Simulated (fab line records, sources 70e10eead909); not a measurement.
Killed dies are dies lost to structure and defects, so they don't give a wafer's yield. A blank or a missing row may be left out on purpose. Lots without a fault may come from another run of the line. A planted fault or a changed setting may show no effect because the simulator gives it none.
Which tool did it? | flow nand_harc | 24 lots, 72 wafers sampled, at 5 steps of a route of 1159

WHAT THE GAUGES READ, wafer by wafer
NHARC_A_SGD_CUT_INSPECT_25.
lot  | measured     | on                | raw_defect_count
L074 | day 14 00:16 | defect_inspect-01 | 164 234 263
L077 | day 14 14:17 | defect_inspect-02 | 213 274 247
L075 | day 14 14:26 | defect_inspect-01 | 266 297 450
L076 | day 14 14:19 | defect_inspect-02 | 227 231 193
L078 | day 14 14:26 | defect_inspect-02 | 343 347 261
L079 | day 15 04:00 | defect_inspect-02 | 313 322 334
L080 | day 15 04:01 | defect_inspect-01 | 195 214 258
L082 | day 15 19:47 | defect_inspect-01 | 363 429 443
L081 | day 15 19:38 | defect_inspect-02 | 265 226 326
L084 | day 16 11:07 | defect_inspect-01 | 258 348 372
L083 | day 16 11:07 | defect_inspect-02 | 229 247 314
L087 | day 17 07:47 | defect_inspect-01 | 235 241 319
L086 | day 17 07:45 | defect_inspect-01 | 358 597 499
L088 | day 17 18:32 | defect_inspect-01 | 365 287 331
L085 | day 17 18:25 | defect_inspect-02 | 219 282 374
L089 | day 17 18:23 | defect_inspect-02 | 437 362 321
L090 | day 18 03:11 | defect_inspect-02 | 145 210 241
L091 | day 18 03:11 | defect_inspect-02 | 297 534 326
L092 | day 18 03:14 | defect_inspect-02 | 207 231 229
L093 | day 18 15:50 | defect_inspect-01 | 255 391 320
L094 | day 19 04:59 | defect_inspect-01 | 168 308 314
L095 | day 19 04:58 | defect_inspect-02 | 227 259 258
L097 | day 19 17:56 | defect_inspect-01 | 254 296 236
L096 | day 20 02:03 | defect_inspect-01 | 301 623 432

NHARC_A_CONTACT_CD_MEAS_42: target cd 200 nm.
lot  | measured     | on        | cd_nm (nm)
L074 | day 16 03:41 | cd_sem-02 | 199.7 200.6 200.0
L077 | day 16 12:38 | cd_sem-03 | 199.2 199.7 200.3
L075 | day 16 19:01 | cd_sem-03 | 199.9 200.6 199.8
L076 | day 16 12:47 | cd_sem-03 | 200.2 200.3 200.8
L078 | day 16 19:13 | cd_sem-02 | 199.5 200.5 199.8
L079 | day 17 03:38 | cd_sem-03 | 200.8 199.8 200.0
L080 | day 17 06:49 | cd_sem-02 | 199.7 200.0 199.6
L082 | day 18 04:35 | cd_sem-03 | 200.0 200.4 200.0
L081 | day 17 20:41 | cd_sem-01 | 200.6 199.4 199.4
L084 | day 18 14:05 | cd_sem-02 | 200.1 200.1 200.0
L083 | day 18 11:20 | cd_sem-03 | 200.1 199.9 200.2
L087 | day 19 11:13 | cd_sem-02 | 199.6 199.2 199.8
L086 | day 19 09:25 | cd_sem-01 | 200.0 200.1 199.5
L088 | day 20 00:52 | cd_sem-01 | 199.2 199.2 199.6
L085 | day 19 18:37 | cd_sem-02 | 200.3 199.8 200.5
L089 | day 19 18:47 | cd_sem-01 | 199.5 200.4 199.9
L090 | day 20 01:55 | cd_sem-01 | 199.1 199.2 199.9
L091 | day 20 10:36 | cd_sem-01 | 199.9 200.0 200.6
L092 | day 20 06:33 | cd_sem-03 | 200.0 200.1 200.3
L093 | day 20 18:59 | cd_sem-03 | 200.5 200.4 201.0
L094 | day 21 20:35 | cd_sem-02 | 199.6 199.9 200.0
L095 | day 21 16:17 | cd_sem-03 | 199.0 199.9 199.3
L097 | day 22 01:38 | cd_sem-01 | 200.1 200.3 200.6
L096 | day 22 07:40 | cd_sem-03 | 200.0 199.9 199.9

WHICH TOOL RAN EACH LOT (tool, then ch and the chambers of the sampled wafers, then the start)
lot  | NHARC_A_STAIRCASE_DEP_301       | NHARC_A_STAIRCASE_STRIP_475                   | NHARC_A_SGD_CUT_ETCHBACK_24
L074 | pecvd-01 ch 0,1, day 11 16:38   | rie_diel-01 ch 0,1,3, day 14 00:01 or earlier | rie_diel-06 ch 0,3, day 14 00:01
L077 | pecvd-01 ch 1,2, day 12 05:04   | rie_diel-04 ch 0,1, day 14 14:03 or earlier   | rie_diel-12 ch 0,3, day 14 14:03
L075 | pecvd-02 ch 1,2, day 12 10:30   | rie_diel-08 ch 0,1, day 14 14:11 or earlier   | rie_diel-06 ch 1,2,3, day 14 14:11
L076 | pecvd-02 ch 0,1, day 12 12:03   | rie_diel-04 ch 2,3, day 14 14:04 or earlier   | rie_diel-09 ch 0,1,3, day 14 14:04
L078 | pecvd-01 ch 1,2, day 12 13:23   | rie_diel-08 ch 1,2, day 14 14:13 or earlier   | rie_diel-12 ch 2,3, day 14 14:13
L079 | pecvd-01 ch 1,2, day 12 21:40   | rie_diel-08 ch 1,2,3, day 15 03:47 or earlier | rie_diel-09 ch 0,2,3, day 15 03:47
L080 | pecvd-01 ch 0,1,2, day 12 22:51 | rie_diel-04 ch 0,1,2, day 15 03:46 or earlier | rie_diel-06 ch 0,1,3, day 15 03:46
L082 | pecvd-02 ch 0,1,2, day 13 12:04 | rie_diel-08 ch 0,2,3, day 15 12:01            | rie_diel-06 ch 0,2, day 15 19:32
L081 | pecvd-01 ch 0,2, day 13 16:41   | rie_diel-01 ch 1,2, day 15 19:24 or earlier   | rie_diel-12 ch 0,2, day 15 19:24
L084 | pecvd-01 ch 0,1, day 13 23:36   | rie_diel-01 ch 0,3, day 16 10:52 or earlier   | rie_diel-12 ch 0,1, day 16 10:52
L083 | pecvd-04 ch 0,1, day 14 03:31   | rie_diel-08 ch 1,3, day 16 10:53 or earlier   | rie_diel-06 ch 2,3, day 16 10:53
L087 | pecvd-04 ch 1,2, day 15 02:01   | rie_diel-01 ch 0,3, day 17 07:32 or earlier   | rie_diel-06 ch 1,2, day 17 07:32
L086 | pecvd-01 ch 1,2, day 15 04:05   | rie_diel-04 ch 0,2,3, day 17 07:31 or earlier | rie_diel-12 ch 0,2,3, day 17 07:31
L088 | pecvd-04 ch 1,2, day 15 05:04   | rie_diel-08 ch 0,1, day 17 18:18 or earlier   | rie_diel-12 ch 2,3, day 17 18:18
L085 | pecvd-01 ch 0,1,2, day 15 05:45 | rie_diel-08 ch 0,1,2, day 17 18:08 or earlier | rie_diel-09 ch 2,3, day 17 18:08
L089 | pecvd-04 ch 0,2, day 15 09:16   | rie_diel-08 ch 1,2,3, day 17 18:08 or earlier | rie_diel-06 ch 0,2, day 17 18:08
L090 | pecvd-01 ch 0,1,2, day 15 17:35 | rie_diel-04 ch 0,1,3, day 18 02:57 or earlier | rie_diel-12 ch 0,1,2, day 18 02:57
L091 | pecvd-02 ch 0,1, day 15 22:31   | rie_diel-01 ch 0,1,3, day 18 02:57 or earlier | rie_diel-09 ch 0,1,2, day 18 02:57
L092 | pecvd-04 ch 0,2, day 15 22:48   | rie_diel-04 ch 0,3, day 18 02:59 or earlier   | rie_diel-06 ch 0,1,2, day 18 02:59
L093 | pecvd-04 ch 0,1, day 16 10:50   | rie_diel-01 ch 0,2,3, day 18 15:35 or earlier | rie_diel-09 ch 0,1,2, day 18 15:35
L094 | pecvd-02 ch 0,1,2, day 16 18:35 | rie_diel-08 ch 1,2, day 19 04:44 or earlier   | rie_diel-06 ch 1,2, day 19 04:44
L095 | pecvd-02 ch 0,2, day 16 19:56   | rie_diel-01 ch 0,3, day 19 04:44 or earlier   | rie_diel-12 ch 1,2, day 19 04:44
L097 | pecvd-04 ch 0,1, day 17 09:08   | rie_diel-08 ch 1,2, day 19 17:42 or earlier   | rie_diel-12 ch 1,3, day 19 17:42
L096 | pecvd-01 ch 1,2, day 17 17:26   | rie_diel-01 ch 0,2,3, day 20 01:49 or earlier | rie_diel-09 ch 0,2, day 20 01:49
- NHARC_A_STAIRCASE_DEP_301: deposits SiON, target thk 30 nm.
- NHARC_A_STAIRCASE_STRIP_475: strips in O2, time 20 s.
- NHARC_A_SGD_CUT_ETCHBACK_24: etches the open film in CH3F/O2, target depth 50 nm, time 92.857 s.

WHAT THE TOOLS THEMSELVES READ (means of the sampled wafers that have a number; where no wafer has one, the mark that the record gives instead)
NHARC_A_STAIRCASE_DEP_301.
lot  | tool     | heater_power_outer_w (W) | heater_power_w (W)
L074 | pecvd-01 | 511                      | 881
L077 | pecvd-01 | 422                      | 709
L075 | pecvd-02 | 496                      | 857
L076 | pecvd-02 | 410                      | 712
L078 | pecvd-01 | 471                      | 763
L079 | pecvd-01 | 422                      | 666
L080 | pecvd-01 | 471                      | 797
L082 | pecvd-02 | 438                      | 755
L081 | pecvd-01 | 412                      | 669
L084 | pecvd-01 | 532                      | 905
L083 | pecvd-04 | 464                      | 766
L087 | pecvd-04 | 386                      | 651
L086 | pecvd-01 | 367                      | 601
L088 | pecvd-04 | 465                      | 773
L085 | pecvd-01 | 474                      | 794
L089 | pecvd-04 | 404                      | 668
L090 | pecvd-01 | 470                      | 784
L091 | pecvd-02 | 473                      | 804
L092 | pecvd-04 | 390                      | 653
L093 | pecvd-04 | 464                      | 779
L094 | pecvd-02 | 454                      | 769
L095 | pecvd-02 | 520                      | 893
L097 | pecvd-04 | 526                      | 865
L096 | pecvd-01 | 410                      | 703

NHARC_A_STAIRCASE_STRIP_475.
lot  | tool        | drypump_motor_current_A (A) | oes_product_au (a.u.) | rf_vpp_V (V) | showerhead_plenum_p_Torr (Torr) | throttle_valve_pct (%)
L074 | rie_diel-01 | 5.5                         | 0.994                 | 58.0         | 3.56                            | 17.033
L077 | rie_diel-04 | 5.3                         | 1.002                 | 57.1         | 3.53                            | 17.034
L075 | rie_diel-08 | 6.2                         | 1.004                 | 58.1         | 3.38                            | 17.037
L076 | rie_diel-04 | 5.8                         | 0.997                 | 58.4         | 3.46                            | 17.035
L078 | rie_diel-08 | 5.6                         | 1.006                 | 57.8         | 3.65                            | 17.044
L079 | rie_diel-08 | 5.7                         | 1.008                 | 57.7         | 3.49                            | 17.039
L080 | rie_diel-04 | 5.4                         | 1.006                 | 57.6         | 3.53                            | 17.037
L082 | rie_diel-08 | 5.5                         | 1.007                 | 57.1         | 3.45                            | 17.037
L081 | rie_diel-01 | 5.0                         | 1.000                 | 57.9         | 3.49                            | 17.035
L084 | rie_diel-01 | 5.4                         | 0.995                 | 58.1         | 3.67                            | 17.036
L083 | rie_diel-08 | 6.1                         | 0.999                 | 57.2         | 3.37                            | 17.036
L087 | rie_diel-01 | 5.6                         | 0.994                 | 58.9         | 3.65                            | 17.035
L086 | rie_diel-04 | 6.0                         | 0.992                 | 57.5         | 3.48                            | 17.033
L088 | rie_diel-08 | 6.2                         | 1.010                 | 57.5         | 3.36                            | 17.033
L085 | rie_diel-08 | 5.8                         | 1.005                 | 57.6         | 3.48                            | 17.028
L089 | rie_diel-08 | 5.7                         | 1.003                 | 57.0         | 3.48                            | 17.037
L090 | rie_diel-04 | 5.9                         | 1.006                 | 57.7         | 3.47                            | 17.029
L091 | rie_diel-01 | 5.5                         | 0.998                 | 58.1         | 3.54                            | 17.042
L092 | rie_diel-04 | 6.2                         | 1.005                 | 57.7         | 3.51                            | 17.029
L093 | rie_diel-01 | 5.3                         | 0.994                 | 58.3         | 3.62                            | 17.032
L094 | rie_diel-08 | 5.6                         | 1.000                 | 57.8         | 3.63                            | 17.036
L095 | rie_diel-01 | 5.6                         | 0.995                 | 58.3         | 3.64                            | 17.034
L097 | rie_diel-08 | 5.6                         | 1.000                 | 58.4         | 3.63                            | 17.033
L096 | rie_diel-01 | 5.3                         | 0.991                 | 57.8         | 3.61                            | 17.032

NHARC_A_SGD_CUT_ETCHBACK_24.
lot  | tool        | drypump_motor_current_A (A) | oes_product_au (a.u.) | rf_vpp_V (V) | showerhead_plenum_p_Torr (Torr) | throttle_valve_pct (%)
L074 | rie_diel-06 | 5.9                         | 0.99                  | 243.7        | 2.39                            | 20.662
L077 | rie_diel-12 | 6.2                         | 1.01                  | 243.6        | 2.44                            | 20.669
L075 | rie_diel-06 | 5.7                         | 0.92                  | 243.9        | 2.43                            | 20.674
L076 | rie_diel-09 | 5.2                         | 1.00                  | 245.3        | 2.52                            | 20.658
L078 | rie_diel-12 | 6.4                         | 0.93                  | 245.5        | 2.55                            | 20.661
L079 | rie_diel-09 | 5.7                         | 0.92                  | 244.5        | 2.48                            | 20.661
L080 | rie_diel-06 | 5.9                         | 0.92                  | 244.0        | 2.41                            | 20.658
L082 | rie_diel-06 | 5.3                         | 1.00                  | 244.5        | 2.44                            | 20.657
L081 | rie_diel-12 | 6.2                         | 1.00                  | 244.8        | 2.48                            | 20.671
L084 | rie_diel-12 | 5.8                         | 0.99                  | 242.6        | 2.31                            | 20.653
L083 | rie_diel-06 | 5.4                         | 0.99                  | 243.8        | 2.43                            | 20.651
L087 | rie_diel-06 | 5.7                         | 0.92                  | 244.7        | 2.45                            | 20.659
L086 | rie_diel-12 | 6.2                         | 0.99                  | 245.2        | 2.46                            | 20.661
L088 | rie_diel-12 | 6.4                         | 0.99                  | 245.7        | 2.55                            | 20.661
L085 | rie_diel-09 | 5.8                         | 1.00                  | 243.8        | 2.43                            | 20.657
L089 | rie_diel-06 | 5.3                         | 0.93                  | 244.4        | 2.44                            | 20.670
L090 | rie_diel-12 | 5.9                         | 0.99                  | 243.6        | 2.41                            | 20.658
L091 | rie_diel-09 | 5.6                         | 0.93                  | 244.9        | 2.48                            | 20.675
L092 | rie_diel-06 | 5.7                         | 0.99                  | 244.1        | 2.44                            | 20.663
L093 | rie_diel-09 | 5.6                         | 1.00                  | 245.8        | 2.48                            | 20.663
L094 | rie_diel-06 | 5.7                         | 0.92                  | 243.5        | 2.45                            | 20.649
L095 | rie_diel-12 | 6.1                         | 0.92                  | 245.4        | 2.50                            | 20.668
L097 | rie_diel-12 | 5.7                         | 0.93                  | 243.3        | 2.41                            | 20.662
L096 | rie_diel-09 | 6.0                         | 1.00                  | 245.0        | 2.43                            | 20.656

THE ANSWER, worked out from the rows above alone
Rule: what is usual is taken from the lots themselves. Put in order of their means at a reading, lots are off if they are a third of the lots or fewer, leave a main group of 4 or more, and stand apart from it by a gap of 3 or more times the standard deviation of the main group's means; of several such gaps the widest counts. A main group whose means are all the same, to the digits that the tables above print for the reading, isn't used. A lot without any number at a reading at which 4 lots or more have one is off too. The other lots that the step has rows for count as sound. The gauges are gone through in route order, then the tools' own readings, and for those a lot's mean is taken as printed above. The first step at which some lot is off is used, and at that step the reading that is off furthest; a lot without a number counts as furthest.
No lot is off at any reading shown: from this, nothing can be told.

WHAT THE SIMULATOR HAD PUT IN
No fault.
